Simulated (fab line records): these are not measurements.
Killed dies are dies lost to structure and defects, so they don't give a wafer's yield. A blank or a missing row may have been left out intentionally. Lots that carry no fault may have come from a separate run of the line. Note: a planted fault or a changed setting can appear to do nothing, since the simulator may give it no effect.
What tool caused it? || flow nandHarc || 14 lots with 39 wafers sampled at 5 steps, on a route of 1302 steps

== WHAT THE GAUGES READ, wafer by wafer ==
NHARC_P_CONTACT_OVL_MEAS_13. Usual: overlayXNm 0.0 nm, standard deviation 0.81; overlayYNm 0.0 nm, standard deviation 0.84.
{"lot": "L898", "measured": "day 6 08:34", "on": "overlay-02", "overlayXNm (nm)": "-0.4 -0.1 0.0", "overlayYNm (nm)": "0.7 0.9 1.1", "flag": ""}
{"lot": "L900", "measured": "day 6 23:19", "on": "overlay-01", "overlayXNm (nm)": "1.3 1.2 1.3", "overlayYNm (nm)": "-0.2 0.1 -1.0", "flag": ""}
{"lot": "L901", "measured": "day 7 12:31", "on": "overlay-02", "overlayXNm (nm)": "0.2 0.2 0.6", "overlayYNm (nm)": "-0.8 -1.8 -1.7", "flag": ""}
{"lot": "L903", "measured": "day 8 07:44", "on": "overlay-02", "overlayXNm (nm)": "-1.4 -1.3 -1.7", "overlayYNm (nm)": "-1.1 -1.5 -1.3", "flag": ""}
{"lot": "L902", "measured": "day 8 08:31", "on": "overlay-01", "overlayXNm (nm)": "-0.3 0.3 0.1", "overlayYNm (nm)": "0.6 0.2 0.3", "flag": ""}
{"lot": "L904", "measured": "day 8 22:47", "on": "overlay-02", "overlayXNm (nm)": "0.3 0.6 1.0", "overlayYNm (nm)": "1.4 1.6 0.8", "flag": ""}
{"lot": "L905", "measured": "day 9 21:25", "on": "overlay-02", "overlayXNm (nm)": "-0.3 -1.5 -0.8", "overlayYNm (nm)": "0.8 1.7 1.1", "flag": ""}
{"lot": "L908", "measured": "day 10 16:53", "on": "overlay-02", "overlayXNm (nm)": "0.0 0.2 -0.2", "overlayYNm (nm)": "-0.3 -0.8 -0.4", "flag": ""}
{"lot": "L909", "measured": "day 10 19:41", "on": "overlay-01", "overlayXNm (nm)": "-0.7 0.0 -0.4", "overlayYNm (nm)": "0.6 0.3 -0.4", "flag": ""}
{"lot": "L911", "measured": "day 12 03:49", "on": "overlay-01", "overlayXNm (nm)": "-1.0 -0.3 -0.8", "overlayYNm (nm)": "0.4 -0.5 -0.1", "flag": ""}
{"lot": "L917", "measured": "day 14 02:01", "on": "overlay-02", "overlayXNm (nm)": "0.8 0.1", "overlayYNm (nm)": "0.4 0.6", "flag": ""}
{"lot": "L918", "measured": "day 14 13:05", "on": "overlay-01", "overlayXNm (nm)": "1.7 0.9", "overlayYNm (nm)": "1.3 0.9", "flag": ""}
{"lot": "L919", "measured": "day 15 08:13", "on": "overlay-02", "overlayXNm (nm)": "-0.1 -0.6", "overlayYNm (nm)": "0.6 0.6", "flag": ""}
{"lot": "L920", "measured": "day 15 14:02", "on": "overlay-01", "overlayXNm (nm)": "-1.3 -0.9 -0.9", "overlayYNm (nm)": "-1.6 -1.4 -0.9", "flag": ""}

NHARC_END_SORT_01. Usual: killedAtArray 59, standard deviation 16; killedAtOther 0.8, standard deviation 1.1; killedAtPeriphery 3.6, standard deviation 2.4; killedDies 64, standard deviation 16; killedOpen 3.4, standard deviation 1.8; killedShort 2.5, standard deviation 1.6.
{"lot": "L917", "measured": "day 32 20:16", "on": "prober-01", "killedAtArray": "53 62", "killedAtOther": "0 0", "killedAtPeriphery": "624 1", "killedDies": "677 63", "killedOpen": "3 5", "killedShort": "2 3", "flag": "OFF"}
{"lot": "L918", "measured": "day 33 13:56", "on": "prober-02", "killedAtArray": "50 44", "killedAtOther": "4 2", "killedAtPeriphery": "4 631", "killedDies": "58 677", "killedOpen": "4 1", "killedShort": "1 1", "flag": "OFF"}
{"lot": "L919", "measured": "day 33 11:26", "on": "prober-01", "killedAtArray": "78 64", "killedAtOther": "0 0", "killedAtPeriphery": "1 613", "killedDies": "79 677", "killedOpen": "6 5", "killedShort": "1 3", "flag": "OFF"}

== TOOL THAT RAN EACH LOT (tool first, then ch and the chambers of the sampled wafers, then the start) ==
{"lot": "L898", "NHARC_P_GATE_STRIP_112": "plasmaAsher-01 ch 0,1, day 6 02:38", "NHARC_P_GATE_RTA_80": "rtpAnneal-01 ch 0, day 6 06:12", "NHARC_P_CONTACT_ETCH_18": "rieDiel-11 ch 0,3, day 6 09:08"}
{"lot": "L900", "NHARC_P_GATE_STRIP_112": "plasmaAsher-02 ch 0,1, day 6 17:21", "NHARC_P_GATE_RTA_80": "rtpAnneal-01 ch 0, day 6 21:06", "NHARC_P_CONTACT_ETCH_18": "rieDiel-11 ch 1,3, day 6 23:54"}
{"lot": "L901", "NHARC_P_GATE_STRIP_112": "plasmaAsher-01 ch 0,1, day 7 06:29", "NHARC_P_GATE_RTA_80": "rtpAnneal-02 ch 0, day 7 10:05", "NHARC_P_CONTACT_ETCH_18": "rieDiel-11 ch 0,1,2, day 7 13:07"}
{"lot": "L903", "NHARC_P_GATE_STRIP_112": "plasmaAsher-02 ch 0,1, day 8 01:46", "NHARC_P_GATE_RTA_80": "rtpAnneal-01 ch 0, day 8 05:23", "NHARC_P_CONTACT_ETCH_18": "rieDiel-06 ch 0,2, day 8 08:20"}
{"lot": "L902", "NHARC_P_GATE_STRIP_112": "plasmaAsher-02 ch 0,1, day 8 02:13", "NHARC_P_GATE_RTA_80": "rtpAnneal-02 ch 0, day 8 06:09", "NHARC_P_CONTACT_ETCH_18": "rieDiel-11 ch 1,2, day 8 09:06"}
{"lot": "L904", "NHARC_P_GATE_STRIP_112": "plasmaAsher-02 ch 0,1, day 8 16:53", "NHARC_P_GATE_RTA_80": "rtpAnneal-02 ch 0, day 8 20:29", "NHARC_P_CONTACT_ETCH_18": "rieDiel-06 ch 0,3, day 8 23:22"}
{"lot": "L905", "NHARC_P_GATE_STRIP_112": "plasmaAsher-02 ch 0,1, day 9 15:34", "NHARC_P_GATE_RTA_80": "rtpAnneal-01 ch 0, day 9 19:12", "NHARC_P_CONTACT_ETCH_18": "rieDiel-01 ch 0,2, day 9 22:00"}
{"lot": "L908", "NHARC_P_GATE_STRIP_112": "plasmaAsher-02 ch 0,1, day 10 10:56", "NHARC_P_GATE_RTA_80": "rtpAnneal-02 ch 0, day 10 14:30", "NHARC_P_CONTACT_ETCH_18": "rieDiel-11 ch 1,2, day 10 17:28"}
{"lot": "L909", "NHARC_P_GATE_STRIP_112": "plasmaAsher-02 ch 0,1, day 10 13:41", "NHARC_P_GATE_RTA_80": "rtpAnneal-02 ch 0, day 10 17:20", "NHARC_P_CONTACT_ETCH_18": "rieDiel-01 ch 1,2,3, day 10 20:18"}
{"lot": "L911", "NHARC_P_GATE_STRIP_112": "plasmaAsher-01 ch 0,1, day 11 21:50", "NHARC_P_GATE_RTA_80": "rtpAnneal-01 ch 0, day 12 01:26", "NHARC_P_CONTACT_ETCH_18": "rieDiel-11 ch 1,3, day 12 04:24"}
{"lot": "L917", "NHARC_P_GATE_STRIP_112": "plasmaAsher-01 ch 1, day 13 20:02", "NHARC_P_GATE_RTA_80": "rtpAnneal-02 ch 0, day 13 23:42", "NHARC_P_CONTACT_ETCH_18": "rieDiel-11 ch 0,1, day 14 02:37"}
{"lot": "L918", "NHARC_P_GATE_STRIP_112": "plasmaAsher-01 ch 0,1, day 14 07:19", "NHARC_P_GATE_RTA_80": "rtpAnneal-02 ch 0, day 14 10:56", "NHARC_P_CONTACT_ETCH_18": "rieDiel-11 ch 0,2, day 14 13:49"}
{"lot": "L919", "NHARC_P_GATE_STRIP_112": "plasmaAsher-02 ch 1, day 15 02:28", "NHARC_P_GATE_RTA_80": "rtpAnneal-02 ch 0, day 15 05:59", "NHARC_P_CONTACT_ETCH_18": "rieDiel-11 ch 0,2, day 15 08:50"}
{"lot": "L920", "NHARC_P_GATE_STRIP_112": "plasmaAsher-02 ch 0,1, day 15 08:01", "NHARC_P_GATE_RTA_80": "rtpAnneal-02 ch 0, day 15 11:49", "NHARC_P_CONTACT_ETCH_18": "rieDiel-06 ch 2,3, day 15 14:37"}
- NHARC_P_GATE_STRIP_112: strips in N2/H2, time 200 s.
- NHARC_P_GATE_RTA_80: time 30 s.
- NHARC_P_CONTACT_ETCH_18: etches the open film in C4F8/O2/Ar, target depth 481 nm, time 240.5 s.

== WHAT THE TOOLS THEMSELVES READ (means of the sampled wafers that have a number; where no wafer has one, the mark that the record gives instead) ==
NHARC_P_GATE_STRIP_112. Usual: drypumpMotorCurrentA 6.1 A, standard deviation 0.4; heaterPowerW 90 W, standard deviation 6.7.
{"lot": "L898", "tool": "plasmaAsher-01", "drypumpMotorCurrentA (A)": 5.7, "heaterPowerW (W)": 90, "flag": ""}
{"lot": "L900", "tool": "plasmaAsher-02", "drypumpMotorCurrentA (A)": 6.4, "heaterPowerW (W)": 93, "flag": ""}
{"lot": "L901", "tool": "plasmaAsher-01", "drypumpMotorCurrentA (A)": 5.7, "heaterPowerW (W)": 92, "flag": ""}
{"lot": "L903", "tool": "plasmaAsher-02", "drypumpMotorCurrentA (A)": 6.4, "heaterPowerW (W)": 91, "flag": ""}
{"lot": "L902", "tool": "plasmaAsher-02", "drypumpMotorCurrentA (A)": 6.1, "heaterPowerW (W)": 88, "flag": ""}
{"lot": "L904", "tool": "plasmaAsher-02", "drypumpMotorCurrentA (A)": 6.4, "heaterPowerW (W)": 92, "flag": ""}
{"lot": "L905", "tool": "plasmaAsher-02", "drypumpMotorCurrentA (A)": 6.4, "heaterPowerW (W)": 92, "flag": ""}
{"lot": "L908", "tool": "plasmaAsher-02", "drypumpMotorCurrentA (A)": 6.2, "heaterPowerW (W)": 89, "flag": ""}
{"lot": "L909", "tool": "plasmaAsher-02", "drypumpMotorCurrentA (A)": 6.4, "heaterPowerW (W)": 94, "flag": ""}
{"lot": "L911", "tool": "plasmaAsher-01", "drypumpMotorCurrentA (A)": 5.7, "heaterPowerW (W)": 91, "flag": ""}
{"lot": "L917", "tool": "plasmaAsher-01", "drypumpMotorCurrentA (A)": 5.7, "heaterPowerW (W)": 95, "flag": ""}
{"lot": "L918", "tool": "plasmaAsher-01", "drypumpMotorCurrentA (A)": 5.7, "heaterPowerW (W)": 90, "flag": ""}
{"lot": "L919", "tool": "plasmaAsher-02", "drypumpMotorCurrentA (A)": 5.9, "heaterPowerW (W)": 83, "flag": ""}
{"lot": "L920", "tool": "plasmaAsher-02", "drypumpMotorCurrentA (A)": 6.2, "heaterPowerW (W)": 87, "flag": ""}

NHARC_P_GATE_RTA_80. Usual: wafer_temp_C_max at 301.8, with a standard deviation of 0.58.
{"lot": "L898", "tool": "rtpAnneal-01", "wafer_temp_C_max": 301.4, "flag": ""}
{"lot": "L900", "tool": "rtpAnneal-01", "wafer_temp_C_max": 301.3, "flag": ""}
{"lot": "L901", "tool": "rtpAnneal-02", "wafer_temp_C_max": 301.6, "flag": ""}
{"lot": "L903", "tool": "rtpAnneal-01", "wafer_temp_C_max": 301.3, "flag": ""}
{"lot": "L902", "tool": "rtpAnneal-02", "wafer_temp_C_max": 302.5, "flag": ""}
{"lot": "L904", "tool": "rtpAnneal-02", "wafer_temp_C_max": 302.0, "flag": ""}
{"lot": "L905", "tool": "rtpAnneal-01", "wafer_temp_C_max": 301.0, "flag": ""}
{"lot": "L908", "tool": "rtpAnneal-02", "wafer_temp_C_max": 302.3, "flag": ""}
{"lot": "L909", "tool": "rtpAnneal-02", "wafer_temp_C_max": 302.0, "flag": ""}
{"lot": "L911", "tool": "rtpAnneal-01", "wafer_temp_C_max": 301.5, "flag": ""}
{"lot": "L917", "tool": "rtpAnneal-02", "wafer_temp_C_max": 302.1, "flag": ""}
{"lot": "L918", "tool": "rtpAnneal-02", "wafer_temp_C_max": 302.0, "flag": ""}
{"lot": "L919", "tool": "rtpAnneal-02", "wafer_temp_C_max": 302.9, "flag": ""}
{"lot": "L920", "tool": "rtpAnneal-02", "wafer_temp_C_max": 302.5, "flag": ""}

NHARC_P_CONTACT_ETCH_18. Usual: oesProductAu 0.962 a.u., standard deviation 0.019; rfVppV 976 V, standard deviation 5.6; runLengthS 261.7 s, standard deviation 0.5.
{"lot": "L898", "tool": "rieDiel-11", "oesProductAu (a.u.)": 0.993, "rfVppV (V)": 971, "runLengthS (s)": 262.0, "flag": ""}
{"lot": "L900", "tool": "rieDiel-11", "oesProductAu (a.u.)": 0.970, "rfVppV (V)": 979, "runLengthS (s)": 261.5, "flag": ""}
{"lot": "L901", "tool": "rieDiel-11", "oesProductAu (a.u.)": 0.978, "rfVppV (V)": 977, "runLengthS (s)": 262.0, "flag": ""}
{"lot": "L903", "tool": "rieDiel-06", "oesProductAu (a.u.)": 0.963, "rfVppV (V)": 980, "runLengthS (s)": 261.6, "flag": ""}
{"lot": "L902", "tool": "rieDiel-11", "oesProductAu (a.u.)": 0.979, "rfVppV (V)": 977, "runLengthS (s)": 262.2, "flag": ""}
{"lot": "L904", "tool": "rieDiel-06", "oesProductAu (a.u.)": 0.940, "rfVppV (V)": 979, "runLengthS (s)": 261.9, "flag": ""}
{"lot": "L905", "tool": "rieDiel-01", "oesProductAu (a.u.)": 0.956, "rfVppV (V)": 979, "runLengthS (s)": 261.1, "flag": ""}
{"lot": "L908", "tool": "rieDiel-11", "oesProductAu (a.u.)": 0.958, "rfVppV (V)": 976, "runLengthS (s)": 262.2, "flag": ""}
{"lot": "L909", "tool": "rieDiel-01", "oesProductAu (a.u.)": 0.972, "rfVppV (V)": 974, "runLengthS (s)": 261.6, "flag": ""}
{"lot": "L911", "tool": "rieDiel-11", "oesProductAu (a.u.)": 0.971, "rfVppV (V)": 975, "runLengthS (s)": 261.6, "flag": ""}
{"lot": "L917", "tool": "rieDiel-11", "oesProductAu (a.u.)": 0.931, "rfVppV (V)": 978, "runLengthS (s)": 230.9, "flag": "OFF"}
{"lot": "L918", "tool": "rieDiel-11", "oesProductAu (a.u.)": 0.968, "rfVppV (V)": 972, "runLengthS (s)": 231.2, "flag": "OFF"}
{"lot": "L919", "tool": "rieDiel-11", "oesProductAu (a.u.)": 0.968, "rfVppV (V)": 972, "runLengthS (s)": 231.2, "flag": "OFF"}
{"lot": "L920", "tool": "rieDiel-06", "oesProductAu (a.u.)": 0.982, "rfVppV (V)": 975, "runLengthS (s)": 261.6, "flag": ""}

== THE ANSWER, worked out from the rows above alone ==
Rule: a lot counts as off when the mean over its wafers that have a number is more than 3 standard deviations away from the usual mean. Also off: a lot with no number at a reading for which 4 or more lots have one. The other lots that the step has rows for count as sound. The gauges are gone through in route order, then the tools' own readings, and for those a lot's mean is taken as printed above. The first step at which some lot is off is used, and at that step the reading that is off furthest; a lot without a number counts as furthest.
Off, at NHARC_END_SORT_01 on killedAtPeriphery: L917, L918, L919. Neither off nor sound, because the step has no rows for them: L898, L900, L901, L903, L902, L904, L905, L908, L909, L911, L920.
A tool fits if, at a process step before that reading, it ran every lot that is off, and no sound lot after the first of them. The gauges at NHARC_END_SORT_01 aren't tried: what is off there is off at NHARC_P_CONTACT_ETCH_18 too, on other tools, and a gauge's error can't cause that. This does not decide it: 2 tools fit, namely rtpAnneal-02 at NHARC_P_GATE_RTA_80 and rieDiel-11 at NHARC_P_CONTACT_ETCH_18.

== WHAT THE SIMULATOR PUT IN ==
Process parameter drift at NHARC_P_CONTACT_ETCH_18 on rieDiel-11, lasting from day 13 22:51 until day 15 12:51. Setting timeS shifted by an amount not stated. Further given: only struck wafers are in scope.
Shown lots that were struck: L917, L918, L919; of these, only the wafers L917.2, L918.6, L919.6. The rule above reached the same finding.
